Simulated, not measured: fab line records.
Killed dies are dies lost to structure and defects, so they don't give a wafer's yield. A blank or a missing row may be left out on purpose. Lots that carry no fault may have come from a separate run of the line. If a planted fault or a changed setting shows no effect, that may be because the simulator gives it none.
Matching of chambers | flow nand-harc | NHARC_A_CONTACT_DESCUM_74 on rie-diel-12: 4 sister chambers
The step chemistry O2, time 3 s. 8 wafers are shown with their chamber, then 8 later ones without.

== WAFERS, EACH WITH ITS CHAMBER ==
wafer  | chamber | showerhead-plenum-p-Torr (Torr) | oes-product-au (a.u.)
L074.3 | 3       | 2.02                            | 1.002
L079.2 | 1       | 1.87                            | 1.007
L079.3 | 0       | 2.07                            | 1.007
L079.5 | 1       | 1.87                            | 1.006
L083.2 | 2       | 1.81                            | 0.999
L083.3 | 0       | 2.06                            | 0.995
L083.6 | 3       | 2.01                            | 1.001
L091.1 | 2       | 1.80                            | 1.003

== WAFERS MISSING THEIR CHAMBER ==
wafer  | showerhead-plenum-p-Torr (Torr) | oes-product-au (a.u.)
L091.3 | 2.00                            | 0.998
L091.4 | 2.05                            | 0.997
L094.2 | 1.79                            | 1.000
L094.5 | 2.00                            | 0.999
L094.6 | 1.79                            | 1.010
L093.1 | 1.79                            | 0.997
L093.5 | 2.00                            | 0.999
L093.6 | 2.05                            | 1.010

== WHICH CHAMBER EACH ONE RAN IN ==
wafer  | from the rows above | in truth
L091.3 | 3                   | 3
L091.4 | 0                   | 0
L094.2 | 2                   | 2
L094.5 | 3                   | 3
L094.6 | 2                   | 2
L093.1 | 2                   | 2
L093.5 | 3                   | 3
L093.6 | 0                   | 0
Correct placement for 8 of the 8. Can't be placed from these rows: 0. Placed wrongly: 0.
How it was worked out, from the rows above alone: a wafer's distance from a chamber is the root of the sum, over the readings, of the square of ((its reading less the chamber's mean) divided by the reading's scatter). The wafer belongs to the nearest chamber; if the next one is less than 2 further off, it can't be placed. Each chamber's mean is taken over the wafers shown for it. The scatter: the root of (the sum of the squares of (reading less its chamber's mean) over the shown wafers, divided by (wafers less chambers)).
